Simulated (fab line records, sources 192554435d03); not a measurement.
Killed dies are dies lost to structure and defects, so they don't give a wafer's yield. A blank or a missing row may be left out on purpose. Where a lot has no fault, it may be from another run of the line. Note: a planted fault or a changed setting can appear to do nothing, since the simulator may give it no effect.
fab line records | flow n5Finfet | part 1 of 2: steps 1 to 4 of 6
record: lots: 22 | wafers: 66 | lastDay: 19
route steps=1938 shown FIN_CUT@167 DUMMY_GATE@218 SD_EPI_N@274
lots with no fault: from the same line, run without faults
startH: hours from the record's first day to the start of the lot's first wafer shown | waitH: hours from the lot's prior step to this one | " unchanged from the row above | L1.1+2: several wafers, shown together as one row | - no value, or no start was given | * or withheld: withheld | < > ~ a bound
route shown NAME@n: names a module that has steps shown in the file, with the first one's number in the route | usual: average and standard deviation across the fault-free wafers | same: alike in all rows | chamber/n: place in a boat | sites: readings site by site | _std_site: the standard deviation of these | _edge_site: outer sites' mean less inner sites' | radiusMm: for every site, how far away it sits from the centre of the wafer | mask NAME#n: copy n | behind: the most recent tool/chamber to have shaped the wafer | hold: why the lot was held/for how many hours/how that ended | device: names the non-switching transistor (n, p or np) | end of line: the same wafers' tests at the end of the route | for a step that has no rows: nothing shown but its recipe | killed: dies that structure and defects cost at the first sort, which is not the same as the wafer's yield | map: the dies of a wafer, with x for killed, . for not killed, _ for no die there
set.NAME: the setting as run; set.NAME@STEP: as run at that earlier step | model.NAME: the simulator's own value behind a step, which no gauge read
a sample of lots followed through the steps of the route, with each step as a table and each wafer as a row
services: when a tool's chamber went out of use (startH, in hours from the record's first day, below 0 if earlier), for how many hours, and the reason
== steps ==
step: N5_FIN_CUT_ETCH_30
recipe: chemistry: N2/H2 | target: underlayer | targetDepthA: 130 | maskMaterial: CAR-EUV | timeS: 10.4 | ionEnergyEv: 200 | pressureMtorr: 30 | sourceW: 840 | biasW: 150 | n2FlowSccm: 200 | h2FlowSccm: 200 | ends: cleared
usual: drypumpMotorCurrentA: 5.6/0.38 | etchRfOnTimeS: 10.41/0.2 | oesProductAu: 0.67/0.068 | rfFwdPowerW: 819.6/2.8 | rfVppV: 524.5/2.5 | showerheadPlenumPTorr: 2.57/0.086 | throttleValvePct: 18.04/0.27
lot.wafer | tool       | chamber | startH | waitH | drypumpMotorCurrentA | etchRfOnTimeS | oesProductAu | rfFwdPowerW | rfHoursCounterH | rfVppV | showerheadPlenumPTorr | throttleValvePct
L074.1    | rieDiel-04 | 2       | 29.36  | 0.0   | 5.0                  | 10.56         | 0.59         | 822.0       | 225             | 526.2  | 2.61                  | 18.18
L074.4    | "          | 3       | "      | "     | 5.4                  | 10.45         | 0.60         | 817.6       | 185             | 522.8  | 2.54                  | 18.19
L074.6    | "          | 3       | "      | "     | 5.3                  | 10.31         | 0.61         | 818.6       | -               | 522.1  | 2.54                  | 18.19
L075.2    | rieDiel-04 | 2       | 35.75  | 0.0   | 5.0                  | 10.68         | 0.58         | 813.4       | 227             | 527.3  | 2.61                  | 18.19
L075.4    | "          | 1       | "      | "     | 5.0                  | 11.03         | 0.66         | 824.4       | 108             | 526.6  | 2.66                  | 17.81
L075.5    | "          | 3       | "      | "     | 5.4                  | 10.49         | 0.61         | 817.4       | -               | 522.8  | 2.54                  | 18.20
L076.2    | rieDiel-02 | 2       | 40.16  | 0.0   | 5.8                  | 10.10         | 0.69         | 821.1       | 109             | 526.1  | 2.67                  | 17.82
L076.3    | "          | 0       | "      | "     | 5.6                  | 10.62         | 0.70         | 821.3       | 60              | 525.2  | 2.60                  | 17.96
L076.5    | "          | 3       | "      | "     | 5.7                  | 10.46         | 0.59         | 825.2       | -               | 520.7  | 2.41                  | 18.06
L077.1    | rieDiel-02 | 3       | 45.12  | 0.0   | 5.7                  | 10.25         | 0.60         | 819.0       | 233             | 522.3  | 2.41                  | 18.06
L077.2    | "          | 2       | "      | "     | 5.7                  | 10.02         | 0.68         | 819.5       | 111             | 527.7  | 2.67                  | 17.81
L077.4    | "          | 1       | "      | "     | 6.0                  | 10.17         | 0.85         | 821.0       | 1               | 525.3  | 2.60                  | 18.05
L078.1    | rieDiel-02 | 0       | 52.03  | 0.0   | 5.6                  | 10.61         | 0.70         | 818.8       | 64              | 524.9  | 2.60                  | 17.96
L078.2    | "          | 2       | "      | "     | 5.7                  | 10.13         | 0.68         | 820.3       | 114             | 526.1  | 2.67                  | 17.84
L078.4    | "          | 0       | "      | "     | 5.6                  | 10.52         | 0.70         | 818.8       | -               | 524.3  | 2.60                  | 17.96
L079.1    | rieDiel-02 | 1       | 56.88  | 0.0   | 6.1                  | 10.19         | 0.84         | 821.5       | 5               | 525.9  | 2.60                  | 18.09
L079.4    | "          | 2       | "      | "     | 5.7                  | 10.11         | 0.68         | 817.8       | -               | 527.1  | 2.67                  | 17.85
L079.6    | "          | 1       | "      | "     | 6.0                  | 10.20         | 0.83         | 820.7       | -               | 525.4  | 2.60                  | 18.09
L080.2    | rieDiel-05 | 2       | 63.96  | 0.0   | 5.7                  | 10.44         | 0.67         | 821.6       | 116             | 520.9  | 2.44                  | 18.00
L080.3    | "          | 1       | "      | "     | 6.2                  | 10.25         | 0.74         | 824.0       | 46              | 525.2  | 2.60                  | 18.11
L080.4    | "          | 3       | "      | "     | 5.3                  | 10.34         | 0.67         | 820.9       | 136             | 520.8  | 2.43                  | 17.69
L081.3    | rieDiel-05 | 1       | 68.76  | 0.0   | 6.2                  | 10.29         | 0.74         | 815.1       | 49              | 525.7  | 2.60                  | 18.12
L081.4    | "          | 2       | "      | "     | 5.7                  | 10.44         | 0.67         | 817.9       | 118             | 518.7  | 2.44                  | 18.00
L081.6    | "          | 3       | "      | "     | 5.4                  | 10.34         | 0.67         | 821.1       | -               | 520.6  | 2.43                  | 17.68
L082.3    | rieDiel-02 | 2       | 76.02  | 0.0   | 5.7                  | 10.33         | 0.66         | 824.2       | 125             | 526.6  | 2.67                  | 17.85
L082.4    | "          | 1       | "      | "     | 6.0                  | 10.32         | 0.80         | 818.7       | 15              | 525.8  | 2.60                  | 18.10
L082.6    | "          | 2       | "      | "     | 5.7                  | 10.26         | 0.67         | 824.5       | -               | 525.7  | 2.67                  | 17.84
L083.2    | rieDiel-05 | 2       | 81.76  | 0.0   | 5.7                  | 10.42         | 0.66         | 811.6       | 123             | 520.4  | 2.44                  | 17.99
L083.5    | "          | 2       | "      | "     | 5.6                  | 10.43         | 0.67         | 818.3       | -               | 522.3  | 2.44                  | 17.98
L083.6    | "          | 1       | "      | "     | 6.2                  | 10.24         | 0.73         | 824.3       | -               | 525.3  | 2.60                  | 18.12
L084.1    | rieDiel-04 | 1       | 87.28  | 0.0   | 5.0                  | 10.93         | 0.66         | 819.8       | 118             | 527.2  | 2.65                  | 17.83
L084.3    | "          | 3       | "      | "     | 5.4                  | 10.39         | 0.60         | 817.1       | 198             | 524.2  | 2.54                  | 18.23
L084.5    | "          | 2       | "      | "     | 5.0                  | 10.63         | 0.58         | 822.8       | -               | 525.6  | 2.61                  | 18.21
L085.2    | rieDiel-04 | 3       | 93.17  | 0.0   | 5.4                  | 10.36         | 0.59         | 817.5       | 200             | 523.5  | 2.54                  | 18.20
L085.4    | "          | 2       | "      | "     | 5.0                  | 10.76         | 0.58         | 811.0       | 239             | 526.2  | 2.61                  | 18.21
L085.6    | "          | 1       | "      | "     | 5.0                  | 11.03         | 0.65         | 819.5       | -               | 526.2  | 2.65                  | 17.84
L086.1    | rieDiel-05 | 2       | 99.49  | 0.0   | 5.7                  | 10.52         | 0.66         | 817.5       | 129             | 520.4  | 2.44                  | 17.98
L086.2    | "          | 0       | "      | "     | 5.0                  | 10.48         | 0.59         | 818.5       | 226             | 526.3  | 2.64                  | 18.64
L086.3    | "          | 1       | "      | "     | 6.2                  | 10.30         | 0.72         | 820.6       | 59              | 524.7  | 2.60                  | 18.14
L087.1    | rieDiel-04 | 2       | 104.50 | 0.0   | 5.0                  | 10.81         | 0.58         | 817.2       | 243             | 524.4  | 2.60                  | 18.23
L087.2    | "          | 0       | "      | "     | 5.5                  | 10.29         | 0.65         | 822.7       | 166             | 526.2  | 2.65                  | 17.68
L087.5    | "          | 3       | "      | "     | 5.4                  | 10.56         | 0.59         | 817.9       | -               | 523.2  | 2.54                  | 18.23
L088.1    | rieDiel-02 | 0       | 110.18 | 0.0   | 5.6                  | 10.69         | 0.68         | 814.3       | 86              | 524.5  | 2.59                  | 18.00
L088.4    | "          | 1       | "      | "     | 6.0                  | 10.42         | 0.77         | 819.6       | 26              | 524.0  | 2.59                  | 18.11
L088.5    | "          | 1       | "      | "     | 6.0                  | 10.48         | 0.77         | 818.7       | -               | 524.3  | 2.59                  | 18.12
L090.1    | rieDiel-02 | 0       | 122.53 | 0.0   | 5.6                  | 10.52         | 0.68         | 822.3       | 89              | 524.2  | 2.58                  | 18.04
L090.5    | "          | 1       | "      | "     | 6.1                  | 10.36         | 0.78         | 817.2       | -               | 525.7  | 2.59                  | 18.12
L090.6    | "          | 0       | "      | "     | 5.5                  | 10.43         | 0.68         | 816.9       | -               | 524.2  | 2.58                  | 18.03
L091.1    | rieDiel-02 | 1       | 128.39 | 0.0   | 6.0                  | 10.21         | 0.78         | 822.1       | 31              | 524.2  | 2.59                  | 18.13
L091.2    | "          | 2       | "      | "     | 5.7                  | 10.20         | 0.65         | 824.3       | 140             | 527.0  | 2.66                  | 17.88
L091.4    | "          | 2       | "      | "     | 5.7                  | 10.28         | 0.65         | 825.6       | -               | 525.5  | 2.66                  | 17.87
L092.2    | rieDiel-05 | 1       | 134.36 | 0.0   | 6.2                  | 10.33         | 0.71         | 821.2       | 68              | 525.8  | 2.59                  | 18.15
L092.4    | "          | 2       | "      | "     | 5.7                  | 10.47         | 0.65         | 822.1       | 138             | 520.0  | 2.43                  | 18.02
L092.5    | "          | 1       | "      | "     | 6.2                  | 10.35         | 0.71         | 822.7       | -               | 523.9  | 2.59                  | 18.16
L093.2    | rieDiel-02 | 1       | 141.10 | 0.0   | 6.0                  | 10.16         | 0.77         | 819.9       | 36              | 524.2  | 2.59                  | 18.11
L093.4    | "          | 2       | "      | "     | 5.8                  | 10.23         | 0.65         | 814.3       | 144             | 526.3  | 2.66                  | 17.87
L093.6    | "          | 1       | "      | "     | 6.0                  | 10.23         | 0.76         | 818.5       | -               | 524.9  | 2.59                  | 18.13
L095.1    | rieDiel-05 | 3       | 153.85 | 0.0   | 5.4                  | 10.37         | 0.64         | 818.4       | 165             | 521.5  | 2.42                  | 17.73
L095.3    | "          | 1       | "      | "     | 6.2                  | 10.17         | 0.71         | 821.8       | 75              | 525.1  | 2.59                  | 18.18
L095.6    | "          | 3       | "      | "     | 5.3                  | 10.35         | 0.65         | 818.4       | -               | 519.5  | 2.42                  | 17.74
L096.1    | rieDiel-02 | 3       | 159.41 | 0.0   | 5.7                  | 10.09         | 0.82         | 820.0       | 8               | 529.5  | 2.72                  | 17.68
L096.3    | "          | 2       | "      | "     | 5.7                  | 10.29         | 0.65         | 820.1       | 149             | 527.0  | 2.66                  | 17.87
L096.4    | "          | 1       | "      | "     | 6.0                  | 10.38         | 0.75         | 819.5       | 41              | 528.3  | 2.59                  | 18.13
L097.1    | rieDiel-05 | 0       | 164.88 | 0.0   | 5.0                  | 10.52         | 0.57         | 817.2       | 245             | 525.3  | 2.63                  | 18.67
L097.3    | "          | 2       | "      | "     | 5.7                  | 10.55         | 0.64         | 819.8       | 147             | 521.8  | 2.43                  | 18.03
L097.6    | "          | 0       | "      | "     | 5.0                  | 10.57         | 0.57         | 818.6       | -               | 525.6  | 2.63                  | 18.68
step: N5_DUMMY_GATE_CMP_04
recipe: material: a-Si | postCmpClean: alkalineBrush
usual: motorCurrentA: 10.3/1.6 | timeToEndpointS: 13.8/2.8
lot.wafer | tool   | chamber | startH | waitH | motorCurrentA | timeToEndpointS
L074.4    | cmp-03 | 1       | 43.17  | 0.1   | 8.1           | 11.9
L074.1    | "      | 3       | "      | "     | 9.2           | 9.3
L074.6    | "      | 0       | "      | "     | 10.4          | 6.3
L075.4    | cmp-03 | 0       | 49.44  | 0.0   | 10.7          | 9.2
L075.2    | "      | 2       | "      | "     | 9.8           | 15.1
L075.5    | "      | 0       | "      | "     | 10.4          | 11.1
L076.3    | cmp-04 | 2       | 54.34  | 0.0   | 10.8          | 10.7
L076.2    | "      | 1       | "      | "     | 9.5           | 7.9
L076.5    | "      | 3       | "      | "     | 13.3          | 12.5
L077.4    | cmp-04 | 0       | 59.67  | 0.0   | 10.4          | 12.3
L077.2    | "      | 1       | "      | "     | 9.3           | 9.2
L077.1    | "      | 3       | "      | "     | 13.9          | 13.7
L078.1    | cmp-02 | 3       | 66.18  | 0.0   | 11.0          | 15.5
L078.2    | "      | 0       | "      | "     | 8.5           | 15.3
L078.4    | "      | 2       | "      | "     | 11.5          | 14.3
L079.4    | cmp-02 | 0       | 70.69  | 0.1   | 8.2           | 20.2
L079.1    | "      | 1       | "      | "     | 13.0          | 13.2
L079.6    | "      | 3       | "      | "     | 11.2          | 18.4
L080.2    | cmp-04 | 0       | 77.62  | 0.0   | 10.4          | 11.8
L080.3    | "      | 1       | "      | "     | 9.2           | 12.7
L080.4    | "      | 2       | "      | "     | 10.7          | 11.3
L081.3    | cmp-04 | 2       | 85.63  | 0.0   | 10.6          | 14.4
L081.4    | "      | 3       | "      | "     | 12.5          | 16.9
L081.6    | "      | 3       | "      | "     | 13.2          | 14.5
L082.3    | cmp-04 | 3       | 93.56  | 0.0   | 13.1          | 15.1
L082.4    | "      | 0       | "      | "     | 10.3          | 14.5
L082.6    | "      | 3       | "      | "     | 14.0          | 14.6
L083.2    | cmp-02 | 1       | 97.72  | 0.1   | 13.4          | 13.2
L083.6    | "      | 0       | "      | "     | 8.6           | 17.3
L083.5    | "      | 1       | "      | "     | 13.2          | 11.4
L084.1    | cmp-03 | 1       | 103.90 | 0.2   | 8.3           | 14.5
L084.3    | "      | 2       | "      | "     | 9.4           | 19.0
L084.5    | "      | 0       | "      | "     | 10.3          | 10.5
L085.4    | cmp-02 | 2       | 106.90 | 0.0   | 11.5          | 12.4
L085.2    | "      | 0       | "      | "     | 8.2           | 16.5
L085.6    | "      | 2       | "      | "     | 10.7          | 15.4
L086.1    | cmp-02 | 1       | 113.09 | 0.0   | 12.8          | 13.9
L086.3    | "      | 2       | "      | "     | 11.6          | 15.6
L086.2    | "      | 3       | "      | "     | 11.1          | 15.7
L087.1    | cmp-02 | 2       | 118.17 | 0.1   | 11.5          | 14.9
L087.2    | "      | 3       | "      | "     | 10.7          | 17.4
L087.5    | "      | 1       | "      | "     | 13.2          | 10.4
L088.4    | cmp-02 | 3       | 123.78 | 0.1   | 11.4          | 12.7
L088.1    | "      | 0       | "      | "     | 8.6           | 14.6
L088.5    | "      | 2       | "      | "     | 11.4          | 13.4
L090.1    | cmp-03 | 0       | 136.37 | 0.0   | 10.4          | 9.7
L090.6    | "      | 0       | "      | "     | 10.2          | 10.3
L090.5    | "      | 1       | "      | "     | 8.8           | 15.6
L091.2    | cmp-03 | 3       | 142.12 | 0.0   | 8.4           | 10.6
L091.4    | "      | 0       | "      | "     | 10.6          | 6.1
L091.1    | "      | 1       | "      | "     | 8.2           | 14.4
L092.2    | cmp-02 | 3       | 150.00 | 0.0   | 11.0          | 15.7
L092.4    | "      | 0       | "      | "     | 8.7           | 14.9
L092.5    | "      | 3       | "      | "     | 11.1          | 14.6
L093.4    | cmp-02 | 3       | 157.95 | 0.0   | 11.7          | 14.8
L093.2    | "      | 0       | "      | "     | 8.6           | 14.0
L093.6    | "      | 0       | "      | "     | 8.7           | 15.0
L095.3    | cmp-03 | 2       | 172.71 | 0.1   | 9.4           | 16.2
L095.1    | "      | 3       | "      | "     | 8.8           | 13.1
L095.6    | "      | 2       | "      | "     | 9.3           | 18.6
L096.1    | cmp-03 | 0       | 176.17 | 0.2   | 10.3          | 10.1
L096.3    | "      | 1       | "      | "     | 7.8           | 14.1
L096.4    | "      | 2       | "      | "     | 10.0          | 18.2
L097.3    | cmp-03 | 1       | 179.65 | 0.0   | 8.1           | 16.4
L097.1    | "      | 3       | "      | "     | 9.0           | 15.1
L097.6    | "      | 1       | "      | "     | 8.4           | 13.6
step: N5_DUMMY_GATE_CD_MEAS_15
recipe: targetCdNm: 25.8 | landingEnergyEv: 500 | detector: seInlens
usual: cdNm: 24.97/0.24
lot.wafer | tool     | chamber | startH | waitH | cdNm
L074.1    | cdSem-03 | 0       | 47.79  | -     | 25.00
L074.4    | "        | 0       | "      | "     | 24.86
L074.6    | "        | 0       | "      | "     | 25.00
L075.2    | cdSem-03 | 0       | 53.99  | -     | 24.80
L075.4    | "        | 0       | "      | "     | 24.78
L075.5    | "        | 0       | "      | "     | 25.07
L076.2    | cdSem-02 | 0       | 59.02  | -     | 24.90
L076.3    | "        | 0       | "      | "     | 24.75
L076.5    | "        | 0       | "      | "     | 24.88
L077.1    | cdSem-03 | 0       | 64.32  | -     | 25.20
L077.2    | "        | 0       | "      | "     | 25.39
L077.4    | "        | 0       | "      | "     | 24.82
L078.1    | cdSem-01 | 0       | 70.84  | -     | 24.81
L078.2    | "        | 0       | "      | "     | 25.13
L078.4    | "        | 0       | "      | "     | 24.53
L079.1    | cdSem-01 | 0       | 75.26  | -     | 25.02
L079.4    | "        | 0       | "      | "     | 24.95
L079.6    | "        | 0       | "      | "     | 25.03
L080.2    | cdSem-03 | 0       | 82.24  | -     | 25.21
L080.3    | "        | 0       | "      | "     | 24.83
L080.4    | "        | 0       | "      | "     | 24.58
L081.3    | cdSem-01 | 0       | 90.18  | -     | 25.15
L081.4    | "        | 0       | "      | "     | 25.20
L081.6    | "        | 0       | "      | "     | 25.27
L082.3    | cdSem-01 | 0       | 98.24  | -     | 24.59
L082.4    | "        | 0       | "      | "     | 24.81
L082.6    | "        | 0       | "      | "     | 24.92
L083.2    | cdSem-02 | 0       | 102.23 | -     | 25.24
L083.5    | "        | 0       | "      | "     | 24.95
L083.6    | "        | 0       | "      | "     | 24.86
L084.1    | cdSem-02 | 0       | 108.43 | -     | 24.66
L084.3    | "        | 0       | "      | "     | 24.88
L084.5    | "        | 0       | "      | "     | 24.76
L085.2    | cdSem-01 | 0       | 113.51 | -     | 25.17
L085.4    | "        | 0       | "      | "     | 24.94
L085.6    | "        | 0       | "      | "     | 24.86
L086.1    | cdSem-01 | 0       | 117.75 | -     | 25.18
L086.2    | "        | 0       | "      | "     | 24.86
L086.3    | "        | 0       | "      | "     | 24.91
L087.1    | cdSem-02 | 0       | 122.64 | -     | 25.01
L087.2    | "        | 0       | "      | "     | 24.85
L087.5    | "        | 0       | "      | "     | 25.19
L088.1    | cdSem-02 | 0       | 128.28 | -     | 24.76
L088.4    | "        | 0       | "      | "     | 24.93
L088.5    | "        | 0       | "      | "     | 24.96
L090.1    | cdSem-03 | 0       | 142.99 | -     | 24.60
L090.5    | "        | 0       | "      | "     | 25.07
L090.6    | "        | 0       | "      | "     | 25.05
L091.1    | cdSem-03 | 0       | 146.65 | -     | 25.05
L091.2    | "        | 0       | "      | "     | 24.87
L091.4    | "        | 0       | "      | "     | 24.80
L092.2    | cdSem-02 | 0       | 154.56 | -     | 24.82
L092.4    | "        | 0       | "      | "     | 25.15
L092.5    | "        | 0       | "      | "     | 25.06
L093.2    | cdSem-02 | 0       | 162.62 | -     | 24.84
L093.4    | "        | 0       | "      | "     | 24.89
L093.6    | "        | 0       | "      | "     | 25.21
L095.1    | cdSem-02 | 0       | 179.29 | -     | 25.07
L095.3    | "        | 0       | "      | "     | 24.74
L095.6    | "        | 0       | "      | "     | 24.81
L097.1    | cdSem-03 | 0       | 184.18 | -     | 25.38
L097.3    | "        | 0       | "      | "     | 25.18
L097.6    | "        | 0       | "      | "     | 25.05
L096.1    | cdSem-01 | 0       | 185.03 | -     | 25.66
L096.3    | "        | 0       | "      | "     | 25.40
L096.4    | "        | 0       | "      | "     | 25.34
step: N5_DUMMY_GATE_OVL_MEAS_16
recipe: pointsPerWafer: 522
usual: GATE_OVL: 0.6/0.61
lot.wafer | tool       | chamber | startH | waitH | GATE_OVL[nm]
L074.1    | overlay-02 | 0       | 47.83  | 0.0   | 0.4
L074.4    | "          | 0       | "      | "     | 0.4
L074.6    | "          | 0       | "      | "     | 0.5
L075.2    | overlay-01 | 0       | 54.03  | 0.0   | 0.7
L075.4    | "          | 0       | "      | "     | 1.0
L075.5    | "          | 0       | "      | "     | 0.7
L076.2    | overlay-01 | 0       | 59.06  | 0.0   | 0.1
L076.3    | "          | 0       | "      | "     | 0.7
L076.5    | "          | 0       | "      | "     | 0.5
L077.1    | overlay-02 | 0       | 64.36  | 0.0   | 0.5
L077.2    | "          | 0       | "      | "     | 0.0
L077.4    | "          | 0       | "      | "     | -0.3
L078.1    | overlay-02 | 0       | 70.88  | 0.0   | 0.6
L078.2    | "          | 0       | "      | "     | 0.5
L078.4    | "          | 0       | "      | "     | 0.4
L079.1    | overlay-01 | 0       | 75.30  | 0.0   | 0.2
L079.4    | "          | 0       | "      | "     | 0.4
L079.6    | "          | 0       | "      | "     | -0.6
L080.2    | overlay-01 | 0       | 82.29  | 0.0   | 1.3
L080.3    | "          | 0       | "      | "     | 1.2
L080.4    | "          | 0       | "      | "     | 1.4
L081.3    | overlay-02 | 0       | 90.23  | 0.0   | 0.7
L081.4    | "          | 0       | "      | "     | -0.4
L081.6    | "          | 0       | "      | "     | 0.5
L082.3    | overlay-02 | 0       | 98.28  | 0.0   | 0.8
L082.4    | "          | 0       | "      | "     | 1.4
L082.6    | "          | 0       | "      | "     | 1.5
L083.2    | overlay-01 | 0       | 102.27 | 0.0   | 0.9
L083.5    | "          | 0       | "      | "     | 0.6
L083.6    | "          | 0       | "      | "     | 0.0
L084.1    | overlay-02 | 0       | 108.47 | 0.0   | 0.2
L084.3    | "          | 0       | "      | "     | 0.9
L084.5    | "          | 0       | "      | "     | -0.5
L085.2    | overlay-01 | 0       | 113.55 | 0.0   | 1.1
L085.4    | "          | 0       | "      | "     | 0.9
L085.6    | "          | 0       | "      | "     | 1.2
L086.1    | overlay-01 | 0       | 117.79 | 0.0   | 1.2
L086.2    | "          | 0       | "      | "     | 0.8
L086.3    | "          | 0       | "      | "     | 1.2
L087.1    | overlay-02 | 0       | 122.68 | 0.0   | -0.6
L087.2    | "          | 0       | "      | "     | 0.7
L087.5    | "          | 0       | "      | "     | 0.1
L088.1    | overlay-01 | 0       | 128.32 | 0.0   | 0.6
L088.4    | "          | 0       | "      | "     | 1.4
L088.5    | "          | 0       | "      | "     | 0.1
L090.1    | overlay-01 | 0       | 143.03 | 0.0   | 0.7
L090.5    | "          | 0       | "      | "     | -0.1
L090.6    | "          | 0       | "      | "     | 2.1
L091.1    | overlay-02 | 0       | 146.69 | 0.0   | 1.1
L091.2    | "          | 0       | "      | "     | 1.1
L091.4    | "          | 0       | "      | "     | 0.7
L092.2    | overlay-02 | 0       | 154.61 | 0.0   | 1.5
L092.4    | "          | 0       | "      | "     | 1.7
L092.5    | "          | 0       | "      | "     | 0.7
L093.2    | overlay-01 | 0       | 162.67 | 0.0   | -1.3
L093.4    | "          | 0       | "      | "     | 0.0
L093.6    | "          | 0       | "      | "     | -0.4
L095.1    | overlay-01 | 0       | 179.33 | 0.0   | 1.5
L095.3    | "          | 0       | "      | "     | 1.1
L095.6    | "          | 0       | "      | "     | 1.0
L097.1    | overlay-02 | 0       | 184.22 | 0.0   | 1.1
L097.3    | "          | 0       | "      | "     | 1.1
L097.6    | "          | 0       | "      | "     | 1.0
L096.1    | overlay-01 | 0       | 185.07 | 0.0   | 0.5
L096.3    | "          | 0       | "      | "     | 0.2
L096.4    | "          | 0       | "      | "     | 0.6
